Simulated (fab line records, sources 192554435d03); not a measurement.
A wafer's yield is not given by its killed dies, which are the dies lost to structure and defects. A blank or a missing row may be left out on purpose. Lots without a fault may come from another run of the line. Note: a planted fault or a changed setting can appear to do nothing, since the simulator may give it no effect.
The tool behind it: which one?    flow n5_finfet    24 lots (72 wafers sampled), 1 step of a 1938-step route

== WHAT THE GAUGES SHOWED, per wafer ==
N5_BEOL_M4_CD_MEAS_28: target cd 26.2 nm, target cd y 24.1 nm.
lot   measured      on         cd_nm (nm)
L074  day 7 06:35   cd_sem-03  26.33 25.84 25.82
L075  day 7 16:49   cd_sem-01  26.04 26.32 25.88
L078  day 8 06:35   cd_sem-01  25.94 26.16 26.30
L076  day 8 07:26   cd_sem-02  26.36 25.72 26.17
L077  day 8 07:46   cd_sem-01  26.01 25.97 26.32
L079  day 8 12:25   cd_sem-01  26.78 26.27 26.41
L080  day 8 21:49   cd_sem-02  26.13 26.18 26.54
L081  day 9 08:20   cd_sem-01  26.24 26.20 26.01
L083  day 9 11:22   cd_sem-02  26.15 25.79 25.98
L082  day 9 12:52   cd_sem-02  25.92 26.25 26.56
L084  day 9 17:58   cd_sem-02  26.49 26.10 26.24
L085  day 10 15:09  cd_sem-02  26.40 26.46 26.46
L086  day 10 17:26  cd_sem-02  26.00 26.16 26.13
L087  day 10 17:45  cd_sem-01  26.17 25.88 26.26
L088  day 11 01:13  cd_sem-02  26.51 26.24 26.57
L089  day 11 02:00  cd_sem-02  26.35 26.19 26.55
L090  day 11 06:58  cd_sem-02  26.36 26.01 26.05
L092  day 11 21:29  cd_sem-02  26.14 26.27 25.92
L091  day 11 22:59  cd_sem-01  26.44 26.41 26.17
L093  day 12 05:48  cd_sem-01  26.09 26.19 26.23
L095  day 12 17:45  cd_sem-02  26.26 26.04 26.51
L094  day 12 23:22  cd_sem-02  25.79 26.27 26.40
L096  day 13 00:16  cd_sem-02  26.17 26.59 26.58
L097  day 13 00:26  cd_sem-01  25.84 26.06 26.01

== WHICH TOOL RAN EACH LOT (tool, then ch and the chambers of the sampled wafers, then the start) ==
The record shows no process step preceding these readings.

== AS READ BY THE TOOLS THEMSELVES (means over the sampled wafers that have a number; for cases with no such wafer, the mark the record gives instead) ==
The record holds no such reading with a usual standard deviation.

== THE ANSWER, worked out from the rows above alone ==
Rule: the usual values come from the lots themselves. Put in order of their means at a reading, lots are off if they are a third of the lots or fewer, leave a main group of 4 or more, and stand apart from it by a gap of 3 or more times the standard deviation of the main group's means; of several such gaps the widest counts. A main group is skipped when, at the precision printed for the reading in the tables above, its means are all equal. A lot without any number at a reading at which 4 lots or more have one is off too. Any other lot the step has rows for is counted as sound. Order of review: gauges by route order, followed by the tools' own readings, for which a lot's mean as printed above is used. The first step at which some lot is off is used, and at that step the reading that is off furthest; a lot without a number counts as furthest.
None of the lots is off at any reading shown; this tells nothing.

== WHAT THE SIMULATOR HAD INSERTED ==
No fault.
